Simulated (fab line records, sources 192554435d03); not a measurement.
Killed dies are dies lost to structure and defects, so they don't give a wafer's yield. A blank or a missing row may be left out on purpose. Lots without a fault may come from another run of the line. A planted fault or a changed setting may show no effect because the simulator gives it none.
One fault seen from 3 desks | flow n5_finfet | each desk has only its own numbers; what lay behind them comes last

THE TOOL OWNER'S DESK: pecvd-04
The tool's own readings at N5_BEOL_M10_PECVD_70 (deposits SiO2 from TEOS/O2, target thk 20 nm, time 22.7 s): means of the sampled wafers that have a number, for each lot that ran on this tool. A lot is out of limits, marked OUT, if its mean lies more than 4 standard deviations from the usual mean; the brackets give that distance.
Columns: A = heater_power_w at N5_BEOL_M10_PECVD_70, usual 763 W; B = showerhead_plenum_p_Torr at N5_BEOL_M10_PECVD_70, usual 8.79 Torr; C = throttle_valve_pct at N5_BEOL_M10_PECVD_70, usual 22.2 %
lot  | first seen here | A   | B    | C
L122 | day 9 21:32     | 807 | 8.78 | 22.4
L127 | day 11 10:17    | 875 | 8.77 | 22.0
L132 | day 12 17:43    | 827 | 8.77 | 22.0
L133 | day 12 18:04    | 792 | 8.77 | 21.2
This desk's finding: nothing out of limits on any of the 4 lots.

THE DEFECT DESK
What the inspections along the route counted, lot by lot: means of the sampled wafers that have a number. A lot is out of limits, marked OUT, if its mean lies more than 4 standard deviations from the usual mean; the brackets give that distance.
Columns: A = raw_defect_count at N5_BEOL_M10_INSPECT_58, usual 64
lot  | first seen here | A
L122 | day 10 03:49    | 98
L123 | day 10 06:06    | 73
L124 | day 10 09:41    | 47
L126 | day 11 10:58    | 66
L127 | day 11 16:49    | 81
L130 | day 12 11:37    | 84
L132 | day 13 01:19    | 74
L133 | day 13 02:25    | 61
L142 | day 15 12:16    | 83
L145 | day 15 17:36    | 82
L143 | day 15 17:59    | 60
This desk's finding: nothing out of limits on any of the 11 lots.

THE METROLOGY DESK
What the gauges read, lot by lot, whatever tool the lot ran on: means of the sampled wafers that have a number. A lot is out of limits, marked OUT, if its mean lies more than 4 standard deviations from the usual mean; the brackets give that distance.
Columns: A = trench_depth_nm at N5_BEOL_M10_OCD_MEAS_38, usual 149.6 nm; B = M10_RS at N5_BEOL_M10_RS_MEAS_57, usual 0.1502 ohm/sq
lot  | first seen here | A     | B
L122 | day 10 01:17    | 146.1 | 0.1541
L123 | day 10 03:39    | 149.3 | 0.1493
L124 | day 10 07:09    | 148.4 | 0.1506
L126 | day 11 07:40    | 151.3 | 0.1478
L127 | day 11 13:32    | 152.8 | 0.1464
L130 | day 12 07:38    | 150.8 | 0.1474
L132 | day 12 22:43    | 150.4 | 0.1497
L133 | day 12 23:10    | 149.3 | 0.1506
L142 | day 15 09:43    | 151.6 | 0.1477
L145 | day 15 13:29    | 148.8 | 0.1525
L143 | day 15 15:31    | 151.5 | 0.1490
This desk's finding: nothing out of limits on any of the 11 lots.

PUT TOGETHER
The tool owner's desk saw nothing out of limits.
The defect desk saw nothing out of limits.
The metrology desk saw nothing out of limits.

WHAT THE SIMULATOR HAD PUT IN
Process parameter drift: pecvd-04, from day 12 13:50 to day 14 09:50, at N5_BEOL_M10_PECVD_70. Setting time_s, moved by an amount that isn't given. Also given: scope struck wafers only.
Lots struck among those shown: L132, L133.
